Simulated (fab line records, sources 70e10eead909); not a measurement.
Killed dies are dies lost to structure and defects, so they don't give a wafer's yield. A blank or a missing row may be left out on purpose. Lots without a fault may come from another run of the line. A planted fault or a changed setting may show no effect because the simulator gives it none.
Problem report in the 8D (eight disciplines) form, filled by code | flow nand_harc | the parts of the form that need people (team, actions taken, sign-off) are left out

1. THE PROBLEM
heater_power_total_W at NHARC_P_M1_SOFTBAKE_04 reads a mean of 190.98 W on 6 wafers of 2 lots; wafers without a fault read 188.45 W with a standard deviation of 0.13. That is +19 standard deviations from the usual mean.
The step: time 55 s.
First seen on wafer L826.3, day 9 14:00, on litho_track-01. The record holds 42 wafers of 14 lots with a number at this step. Rule for "out", or "out of limits": more than 4 standard deviations from the usual mean. The other wafers with a number count as sound.

2. WHAT IT IS AND WHAT IT IS NOT
question                    | is                     | is not
which readings at this step | heater_power_total_W   | -
which lots                  | L826, L828             | L819, L820, L821, L822, L835, L836, L837, L838, L839, L840, L841, L842
which wafers of those lots  | all that have a number | -
read on which tools         | litho_track-01         | litho_track-04, litho_track-06
when                        | from day 9 14:00       | up to then (12 sound wafers); but 24 sound wafers of L835, L836, L837, L838, L839, L840, L841, L842 came after

3. SUSPECTS, AND WHAT RULES EACH OUT
Counting: a tool at a process step up to the reading stays a suspect if it ran every lot that is out and no sound lot after the first of them.
- litho_track-01 at NHARC_P_M1_SOFTBAKE_04 (time 55 s): ruled out as a lasting fault. Sound lots L837, L839, L842 ran on it after its first lot that is out, L826 (day 9 14:00).
Left after counting: nothing in the record.

4. THE CAUSE (what the simulator had put in)
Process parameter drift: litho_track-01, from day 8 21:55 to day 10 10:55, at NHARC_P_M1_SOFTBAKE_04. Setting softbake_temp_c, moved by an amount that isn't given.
Counting ruled it out, wrongly.

5. THE CHAIN OF EFFECTS, in route order
Each row: a reading whose mean over the struck wafers that have a number lies more than 3 standard deviations from the usual. Only readings for which the record gives a usual standard deviation are gone through. hours: the time from each lot's start at the first step in this table that gives one to its start at this step, as a median over the lots. sigmas: the change in usual standard deviations.
hours | step                   | reading              | usual    | on struck wafers | change | sigmas
0     | NHARC_P_M1_SOFTBAKE_04 | heater_power_total_W | 188.45 W | 190.98           | +2.53  | +19
The process steps in it:
- NHARC_P_M1_SOFTBAKE_04: time 55 s.
Later measuring or inspecting steps at which every struck wafer that the step has a row for has a number for every such reading, and none has moved that far: NHARC_END_SORT_01.

6. WHAT WOULD HAVE CAUGHT IT SOONER
In this record the first reading out of limits was taken at day 9 14:00, 16 hours after the fault began at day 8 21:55.
